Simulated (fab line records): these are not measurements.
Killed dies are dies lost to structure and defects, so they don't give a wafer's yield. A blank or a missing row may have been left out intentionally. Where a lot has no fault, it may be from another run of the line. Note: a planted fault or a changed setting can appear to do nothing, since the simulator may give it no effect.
The tool behind it: which one?	flow n5_finfet	12 lots with 36 wafers sampled at 5 steps, on a route of 1938 steps

WHAT EACH GAUGE READ, for each wafer
N5_BEOL_M13_INSPECT_12: inspects for defects (macro).
lot	measured	on	raw_defect_count
L077	day 12 07:09	defect_inspect-01	2 3 1
L075	day 12 18:59	defect_inspect-01	4 3 1
L079	day 13 01:39	defect_inspect-01	3 4 1
L080	day 13 11:14	defect_inspect-01	2 1 3
L084	day 14 08:10	defect_inspect-01	2 2 1
L085	day 15 11:44	defect_inspect-01	2 0 1
L086	day 15 16:43	defect_inspect-02	1 1 3
L090	day 16 12:44	defect_inspect-01	1 3 3
L091	day 17 21:07	defect_inspect-02	5 1 1
L092	day 18 12:44	defect_inspect-02	3 3 0
L096	day 18 20:53	defect_inspect-02	2 0 3
L097	day 20 03:02	defect_inspect-01	1 2 2

TOOL THAT RAN EACH LOT (tool first, then ch and the chambers of the sampled wafers, then the start)
lot	N5_BEOL_M12_PRE_CLEAN_42	N5_BEOL_M12_SPUTTER_43	N5_BEOL_M12_SPUTTER_44	N5_BEOL_M13_ILD_DEP_00
L077	pvd_sputter-02, day 12 05:22	pvd_sputter-02, day 12 05:24	pvd_sputter-02, day 12 05:29	pecvd-04 ch 0,1,2, day 12 06:38
L075	pvd_sputter-02, day 12 17:11	pvd_sputter-02, day 12 17:13	pvd_sputter-02, day 12 17:18	pecvd-04 ch 1,2, day 12 18:28
L079	pvd_sputter-01, day 12 23:52	pvd_sputter-01, day 12 23:54	pvd_sputter-01, day 12 23:59	pecvd-04 ch 1,2, day 13 01:08
L080	pvd_sputter-02, day 13 09:29	pvd_sputter-02, day 13 09:32	pvd_sputter-02, day 13 09:37	pecvd-01 ch 0,2, day 13 10:44
L084	pvd_sputter-01, day 14 06:17	pvd_sputter-01, day 14 06:20	pvd_sputter-01, day 14 06:25	pecvd-01 ch 0,1,2, day 14 07:32
L085	pvd_sputter-02, day 15 09:41	pvd_sputter-02, day 15 09:44	pvd_sputter-02, day 15 09:49	pecvd-02 ch 1,2, day 15 11:06
L086	pvd_sputter-02, day 15 14:58	pvd_sputter-02, day 15 15:00	pvd_sputter-02, day 15 15:05	pecvd-02 ch 0,1,2, day 15 16:12
L090	pvd_sputter-01, day 16 10:54	pvd_sputter-01, day 16 10:56	pvd_sputter-01, day 16 11:01	pecvd-04 ch 0,1,2, day 16 12:14
L091	pvd_sputter-03, day 17 19:06	pvd_sputter-03, day 17 19:08	pvd_sputter-03, day 17 19:13	pecvd-01 ch 0,2, day 17 20:33
L092	pvd_sputter-03, day 18 10:30	pvd_sputter-03, day 18 10:32	pvd_sputter-03, day 18 10:37	pecvd-04 ch 0,2, day 18 12:06
L096	pvd_sputter-02, day 18 19:01	pvd_sputter-02, day 18 19:03	pvd_sputter-02, day 18 19:08	pecvd-02 ch 0,1, day 18 20:15
L097	pvd_sputter-01, day 20 00:57	pvd_sputter-01, day 20 00:59	pvd_sputter-01, day 20 01:04	pecvd-02 ch 0,2, day 20 02:32
- N5_BEOL_M12_PRE_CLEAN_42: time 30 s.
- N5_BEOL_M12_SPUTTER_43: material TaN, target thk 15 nm, time 24.19 s.
- N5_BEOL_M12_SPUTTER_44: material Ta, target thk 10 nm, time 16.13 s.
- N5_BEOL_M13_ILD_DEP_00: deposits SiOC from DEMS/O2, target thk 837.92 nm, time 166.4 s.

THE ANSWER, worked out from the rows above alone
Rule: the usual values come from the lots themselves. The widest of any qualifying gaps counts: lots, ordered by their means at a reading, are off when they make up no more than a third of the lots, leave a main group of 4 or more, and stand apart from it by 3 or more times the standard deviation of that group's means. If all means in a main group match to the digits the tables above print for the reading, that group is not used. Also off: a lot with no number at a reading for which 4 or more lots have one. Any other lot the step has rows for is counted as sound.
No lot is off on any of the readings shown, so nothing can be concluded from this.

WHAT THE SIMULATOR PUT IN
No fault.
